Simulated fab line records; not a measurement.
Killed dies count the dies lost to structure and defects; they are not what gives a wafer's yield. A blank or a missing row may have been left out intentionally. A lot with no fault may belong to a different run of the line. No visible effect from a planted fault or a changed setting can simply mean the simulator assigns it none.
Comparing a struck lot with a sound one | flow n5-finfet | 16 steps out of a route of 1938
Sound: wafers L282.1, L282.2, L282.4. Struck: wafers L286.2, L286.3, L286.4. Last of all comes the cause.
For every step that has rows: the tool of each side, followed by ch and its chambers, followed by its first start. Under that, the readings that differ: sound wafers | struck wafers | difference of the means | sigmas: that difference in standard deviations of wafers without a fault.
alike: readings whose means differ by less than 2 such deviations, and words and numbers that are the same on both sides. not compared: withheld readings, readings that some wafer has no value for, bounds like >300 that may hide the same value, and numbers for which the record gives no deviation and whose values overlap.
Wherever a step has rows on one side only, a row that says differs or no value, or a row with sigmas, the two part there. When numbers do not overlap yet have no deviation, they are printed without sigmas and do not part them. A reading missing from all wafers of one side parts the sides only when that side holds two or more wafers.

first, 4 steps without rows for these wafers: N5_STI_FIN_REVEAL_PRECLEAN_25 (cleans in SPM, time 90 s); N5_STI_FIN_REVEAL_PRECLEAN_26 (cleans in SC1, time 45 s); N5_STI_FIN_REVEAL_PRECLEAN_29 (cleans in DHF, time 30 s); N5_STI_FIN_REVEAL_SRD_12 (time 30 s).
N5_STI_FIN_REVEAL_RECESS_09: chemistry HF/NH3, target SiO2, afs cycles 11, target depth 42.5 nm, sublimation time 60 s.
  sound on vapor-etch-02 ch 0,1, day 5 17:54; struck on vapor-etch-02 ch 0,1, day 6 16:39
  alike: drypump-motor-current-A
then, 2 steps without rows for these wafers: N5_STI_FIN_REVEAL_STRIP_16 (strips SiNx in H3PO4, target depth 23.8 nm); N5_STI_FIN_REVEAL_PRECLEAN_17 (cleans in NF3:NH3, afs cycles 1, time 20 s, sublimation time 60 s).
N5_STI_FIN_REVEAL_ETCH_34: etches Si in H2, material Si, target depth 0.97 nm.
  sound on rie-si-04 ch 0,1,2, day 5 20:00; struck on rie-si-06 ch 0,2,3, day 6 18:46
  alike: chamber-pressure-mTorr, drypump-motor-current-A, he-backside-leak-sccm, oes-product-au, throttle-valve-pct
  not compared: rf-hours-counter-h
N5_STI_FIN_REVEAL_OXIDATION_31: chemistry O2 PLASMA REMOTE, time 20 s.
  sound on plasma-asher-02 ch 0,1, day 5 20:04; struck on plasma-asher-02 ch 0,1, day 6 18:50
  reading    | sound                | struck               | difference | sigmas
  temp-c (C) | 150.06 150.24 150.04 | 149.62 150.09 149.71 | -0.31      | -2
  alike: chamber-pressure-mTorr, drypump-motor-current-A, heater-power-w, temp-c-max
  not compared: rf-hours-counter-h
then, 3 steps without rows for these wafers: N5_STI_FIN_REVEAL_PRECLEAN_32 (cleans in NF3:NH3, afs cycles 1, time 20 s, sublimation time 60 s); N5_STI_FIN_REVEAL_STRIP_35 (strips Si3N4 in H3PO4, target depth 4 nm, time 39 s); N5_STI_FIN_REVEAL_SRD_21 (time 30 s).
N5_STI_FIN_REVEAL_OXIDATION_33: chemistry O2 PLASMA REMOTE, time 20 s.
  sound on plasma-asher-02 ch 0,1, day 5 20:25; struck on plasma-asher-02 ch 0,1, day 6 19:21
  reading    | sound                | struck               | difference | sigmas
  temp-c (C) | 149.97 149.95 150.00 | 148.22 148.29 148.08 | -1.78      | -11
  temp-c-max | 150.5 150.6 150.5    | 148.7 149.2 148.5    | -1.7       | -5
  alike: chamber-pressure-mTorr, drypump-motor-current-A, heater-power-w
  not compared: rf-hours-counter-h
then, 1 step without rows for these wafers: N5_STI_FIN_REVEAL_CLEAN_19 (cleans in O3/DIW, time 120 s).
-- here the record skips 5 days between the struck wafers' starts before and after, leaving off in module STI_FIN_REVEAL and picking up in module BEOL_M4 (first step shown: number 1111 of the route) --
N5_BEOL_M4_RC_MEAS_101:
  sound on prober-01 ch 0, day 11 04:12; struck on prober-01 ch 0, day 12 04:49
  reading        | sound             | struck            | difference | sigmas
  DIBL_P (mV/V)  | 35.1 35.7 34.0    | 40.0 40.1 38.8    | +4.7       | +2
  IOFF_N (nA/um) | 0.138 0.148 0.129 | 0.204 0.207 0.195 | +0.064     | +3
  IOFF_P (nA/um) | 0.189 0.196 0.175 | 0.262 0.264 0.249 | +0.072     | +3
  SS_N (mV/dec)  | 71.4 71.5 70.4    | 72.3 72.4 72.1    | +1.2       | +2
  VT_N (mV)      | 250.7 251.4 252.9 | 247.4 245.1 247.7 | -4.9       | -2
  alike: DIBL_N, ION_N, ION_P, SS_P, VT_P
then, 1 step without rows for these wafers: N5_PASSIVATION_PROBE_49.

WHERE THEY PART
Last at N5_BEOL_M4_RC_MEAS_101 as far as this record goes, first at N5_STI_FIN_REVEAL_OXIDATION_31.

WHY: what the simulator had put in
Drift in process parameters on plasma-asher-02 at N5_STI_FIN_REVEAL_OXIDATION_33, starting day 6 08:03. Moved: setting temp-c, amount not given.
